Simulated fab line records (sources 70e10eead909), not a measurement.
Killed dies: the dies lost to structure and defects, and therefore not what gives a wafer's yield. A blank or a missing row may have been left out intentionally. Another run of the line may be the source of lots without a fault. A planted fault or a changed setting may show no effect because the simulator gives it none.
3 desks looking at one fault || flow nand_harc || what lay behind the numbers comes last; until then each desk has only its own

## THE METROLOGY DESK
Lot by lot, what the gauges showed, no matter which tool ran the lot: averages of those sampled wafers that carry a number. Any lot whose mean is over 4 standard deviations away from the usual mean is out of limits and marked OUT; that distance is given in the brackets.
Columns: A = cd_nm at NHARC_P_CONTACT_CD_MEAS_12, usual 90.0 nm
{"lot": "L347", "first seen here": "day 6 04:47", "A": 89.4}
{"lot": "L348", "first seen here": "day 6 21:10", "A": 90.0}
{"lot": "L349", "first seen here": "day 7 01:41", "A": 89.9}
{"lot": "L354", "first seen here": "day 9 05:33", "A": "98.0 (+11) OUT"}
{"lot": "L355", "first seen here": "day 9 19:31", "A": "97.4 (+10) OUT"}
{"lot": "L358", "first seen here": "day 10 18:51", "A": 90.7}
{"lot": "L361", "first seen here": "day 12 04:00", "A": 90.1}
{"lot": "L365", "first seen here": "day 14 00:36", "A": 90.3}
{"lot": "L366", "first seen here": "day 14 05:28", "A": 91.4}
{"lot": "L367", "first seen here": "day 14 19:16", "A": 89.0}
{"lot": "L368", "first seen here": "day 15 03:53", "A": 90.2}
{"lot": "L369", "first seen here": "day 15 07:23", "A": 89.0}
This desk finds L354, L355 out of limits, L354 being first, at day 9 05:33 (cd_nm at NHARC_P_CONTACT_CD_MEAS_12). Within limits: L347, L348, L349, L358, L361, L365, L366, L367, L368, L369.

## THE DEFECT DESK
Counts from the inspections along the route, per lot, as means over the sampled wafers that have a number. Any lot whose mean is over 4 standard deviations away from the usual mean is out of limits and marked OUT; that distance is given in the brackets.
Columns: A = raw_defect_count at NHARC_P_CONTACT_INSPECT_27, usual 284
{"lot": "L347", "first seen here": "day 6 08:02", "A": 202}
{"lot": "L348", "first seen here": "day 7 00:31", "A": 271}
{"lot": "L349", "first seen here": "day 7 05:01", "A": 267}
{"lot": "L354", "first seen here": "day 9 09:20", "A": 259}
{"lot": "L355", "first seen here": "day 9 22:58", "A": 244}
{"lot": "L358", "first seen here": "day 10 22:07", "A": 312}
{"lot": "L361", "first seen here": "day 12 07:48", "A": 249}
{"lot": "L365", "first seen here": "day 14 03:53", "A": 191}
{"lot": "L366", "first seen here": "day 14 08:43", "A": 248}
{"lot": "L367", "first seen here": "day 14 22:33", "A": 147}
{"lot": "L368", "first seen here": "day 15 07:08", "A": 195}
{"lot": "L369", "first seen here": "day 15 10:43", "A": 240}
This desk's finding: nothing out of limits on any of the 12 lots.

## DESK OF THE TOOL OWNER: litho_track-06
The tool's own readings at NHARC_P_CONTACT_PEB_10 (peb time 65 s): means of the sampled wafers that have a number, for each lot that ran on this tool. Any lot whose mean is over 4 standard deviations away from the usual mean is out of limits and marked OUT; that distance is given in the brackets.
Columns: A = resist_line_temp_C at NHARC_P_CONTACT_PEB_10, usual 22.99 C
{"lot": "L347", "first seen here": "day 6 04:41", "A": 23.10}
{"lot": "L354", "first seen here": "day 9 05:28", "A": 22.97}
{"lot": "L355", "first seen here": "day 9 19:26", "A": 23.00}
{"lot": "L367", "first seen here": "day 14 19:11", "A": 22.87}
{"lot": "L368", "first seen here": "day 15 03:48", "A": 23.04}
This desk's finding: nothing out of limits on any of the 5 lots.

## TAKEN TOGETHER
L354, L355 would have let the metrology desk raise an alarm at day 9 05:33.
Nothing out of limits was seen by the defect desk.
The tool owner's desk saw nothing out of limits.
The defect desk has L354, L355 on record, within its limits.
The tool owner's desk has L354, L355 on record, within its limits.
NHARC_P_CONTACT_PEB_10 was run on litho_track-06 by each of the lots named.

## WHAT WAS PUT IN BY THE SIMULATOR
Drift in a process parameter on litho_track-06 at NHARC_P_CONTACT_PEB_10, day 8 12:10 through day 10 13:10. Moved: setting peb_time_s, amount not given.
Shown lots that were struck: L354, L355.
Time in hours between the start of the fault and the first out-of-limits reading at each desk: metrology desk, 17.
